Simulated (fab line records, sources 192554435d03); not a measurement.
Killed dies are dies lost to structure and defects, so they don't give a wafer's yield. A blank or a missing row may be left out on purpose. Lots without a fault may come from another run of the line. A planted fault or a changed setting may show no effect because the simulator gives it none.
Problem report in the 8D (eight disciplines) form, filled by code | flow n5_finfet | the parts of the form that need people (team, actions taken, sign-off) are left out

1. THE PROBLEM
oes_product_au at N5_BEOL_M0_SAQP_MANDREL1_REMOVE_100 reads a mean of 0.407 a.u. on 2 wafers of 1 lot; wafers without a fault read 1.001 a.u. with a standard deviation of 0.012. That is -49 standard deviations from the usual mean.
The step: chemistry HBr/Cl2/O2, target a-Si, stops on SiNx, bt time 10 s.
First seen on wafer L356.4, day 7 16:49, on rie_si-04. The record holds 21 wafers of 7 lots with a number at this step. Rule for "out", or "out of limits": more than 4 standard deviations from the usual mean. The other wafers with a number count as sound.

2. WHAT IT IS AND WHAT IT IS NOT
question                    | is               | is not
which readings at this step | oes_product_au   | bias_w, drypump_motor_current_A, throttle_valve_pct
which lots                  | L356             | L349, L351, L361, L362, L369, L370
which wafers of those lots  | L356.4, L356.5   | L356.1
read on which tools         | rie_si-04        | rie_si-02, rie_si-06
when                        | from day 7 16:49 | up to then (7 sound wafers); but 12 sound wafers of L361, L362, L369, L370 came after

3. SUSPECTS, AND WHAT RULES EACH OUT
Counting: a tool at a process step up to the reading stays a suspect if it ran every lot that is out. Sound lots after the first of them don't rule it out here, since some wafers of a struck lot are sound.
- rie_diel-04 at N5_BEOL_M0_SAQP_SPACER1_ETCHBACK_99 (etches SiO2 in CHF3/O2, target depth 15.4 nm, time 7.7 s): kept. It ran the lot that is out, L356 (day 7 16:44); its last sound lot up to then is L349 (day 5 18:41).
- rie_si-04 at N5_BEOL_M0_SAQP_MANDREL1_REMOVE_100 (chemistry HBr/Cl2/O2, target a-Si, stops on SiNx, bt time 10 s): kept. It ran the lot that is out, L356 (day 7 16:49); its last sound lot up to then is L351 (day 6 09:54). Its own readings are out on those wafers: oes_product_au.
- Within rie_diel-04 at N5_BEOL_M0_SAQP_SPACER1_ETCHBACK_99: the wafers that are out ran in chamber 2; their sound lot-mates ran in chamber 3.
- Within rie_si-04 at N5_BEOL_M0_SAQP_MANDREL1_REMOVE_100: the wafers that are out ran in chamber 3; their sound lot-mates ran in chamber 2.
Left after counting: rie_diel-04 at N5_BEOL_M0_SAQP_SPACER1_ETCHBACK_99, rie_si-04 at N5_BEOL_M0_SAQP_MANDREL1_REMOVE_100.

4. THE CAUSE (what the simulator had put in)
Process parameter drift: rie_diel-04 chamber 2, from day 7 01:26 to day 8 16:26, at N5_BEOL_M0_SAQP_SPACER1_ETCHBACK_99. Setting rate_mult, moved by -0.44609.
Counting left 2 suspects, and this tool is among them.

5. THE CHAIN OF EFFECTS, in route order
Each row: a reading whose mean over the struck wafers that have a number lies more than 3 standard deviations from the usual. Only readings for which the record gives a usual standard deviation are gone through. hours: the time from each lot's start at the first step in this table that gives one to its start at this step, as a median over the lots. sigmas: the change in usual standard deviations.
hours | step                                | reading              | usual      | on struck wafers | change | sigmas
0     | N5_BEOL_M0_SAQP_SPACER1_ETCHBACK_99 | oes_product_au       | 0.79 a.u.  | 0.50             | -0.29  | -3.5
0     | N5_BEOL_M0_SAQP_MANDREL1_REMOVE_100 | oes_product_au       | 1.001 a.u. | 0.407            | -0.594 | -49
169   | N5_PASSIVATION_PROBE_49             | defect_limited_yield | 91.1 %     | 3.2              | -87.8  | -68
169   | N5_PASSIVATION_PROBE_49             | killed_at_M0_to_M3   | 34         | 1044             | +1010  | +99 or more
169   | N5_PASSIVATION_PROBE_49             | killed_dies          | 105        | 1142             | +1037  | +69
169   | N5_PASSIVATION_PROBE_49             | killed_on_rim        | 14         | 151              | +137   | +33
169   | N5_PASSIVATION_PROBE_49             | sort_bin_5_function  | 5.3 %      | 92.3             | +87.0  | +99 or more
169   | N5_PASSIVATION_PROBE_49             | sort_n_pass          | 1075       | 38               | -1037  | -69
169   | N5_PASSIVATION_PROBE_49             | sort_yield_pct       | 91.1 %     | 3.2              | -87.8  | -68
The process steps in it:
- N5_BEOL_M0_SAQP_SPACER1_ETCHBACK_99: etches SiO2 in CHF3/O2, target depth 15.4 nm, time 7.7 s.
- N5_BEOL_M0_SAQP_MANDREL1_REMOVE_100: chemistry HBr/Cl2/O2, target a-Si, stops on SiNx, bt time 10 s.
- N5_PASSIVATION_PROBE_49
Readings that are blank on the struck wafers while sound wafers have them: cd_nm at N5_BEOL_M0_SAQP_CD_MEAS_25.

6. WHAT WOULD HAVE CAUGHT IT SOONER
In this record the first reading out of limits was taken at day 7 16:49, 15 hours after the fault began at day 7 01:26.
Of the tool readings at N5_BEOL_M0_SAQP_SPACER1_ETCHBACK_99 for which the record gives a usual standard deviation, none was out on any struck wafer, so an alarm limit of 4 standard deviations on them would not have fired.
All the lots that are out (1) had begun N5_BEOL_M0_SAQP_SPACER1_ETCHBACK_99 on rie_diel-04 by day 7 16:49. A hold on the tool at that time would have spared none of them.
